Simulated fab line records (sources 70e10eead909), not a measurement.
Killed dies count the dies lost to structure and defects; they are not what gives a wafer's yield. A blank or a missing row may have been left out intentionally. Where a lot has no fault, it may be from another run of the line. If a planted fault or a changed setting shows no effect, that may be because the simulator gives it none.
The tool behind it: which one? | flow nandHarc | Sampling: 6 lots, 18 wafers, 2 of 1302 route steps

== WHAT THE GAUGES SHOWED, per wafer ==
NHARC_P_ZERO_WELL_CD_MEAS_24 targets a cd of 720 nm.
lot  | measured     | on       | cdNm (nm)
L182 | day 2 08:28  | cdSem-01 | 723.0 721.5 724.1
L185 | day 3 14:40  | cdSem-01 | 717.6 722.4 722.3
L190 | day 5 16:36  | cdSem-02 | 725.2 724.9 723.3
L195 | day 7 18:29  | cdSem-02 | 723.7 722.1 722.2
L201 | day 10 06:37 | cdSem-03 | 720.8 722.5 721.1
L203 | day 11 02:19 | cdSem-02 | 721.7 725.5 722.7

== WHAT TOOL EACH LOT RAN ON (gives the tool, then ch and the chambers of the sampled wafers, and finally the start) ==
lot  | NHARC_P_ZERO_WELL_EXPOSE_21
L182 | krfScanner-03 ch 0, day 2 08:18
L185 | krfScanner-03 ch 0, day 3 14:30
L190 | krfScanner-04 ch 0, day 5 16:26
L195 | krfScanner-04 ch 0, day 7 18:20
L201 | krfScanner-02 ch 0, day 10 06:28
L203 | krfScanner-03 ch 0, day 11 02:10
- NHARC_P_ZERO_WELL_EXPOSE_21: exposes mask P NWELL, target cd 720 nm.

== THE ANSWER, worked out from the rows above alone ==
Rule: what is usual is taken from the lots themselves. Put in order of their means at a reading, lots are off if they are a third of the lots or fewer, leave a main group of 4 or more, and stand apart from it by a gap of 3 or more times the standard deviation of the main group's means; of several such gaps the widest counts. Not used: any main group whose means are identical at the precision the tables above print for the reading. Also off: a lot with no number at a reading for which 4 or more lots have one. All remaining lots with rows at the step are treated as sound.
No lot is off at any reading shown: from this, nothing can be told.

== WHAT THE SIMULATOR PUT IN ==
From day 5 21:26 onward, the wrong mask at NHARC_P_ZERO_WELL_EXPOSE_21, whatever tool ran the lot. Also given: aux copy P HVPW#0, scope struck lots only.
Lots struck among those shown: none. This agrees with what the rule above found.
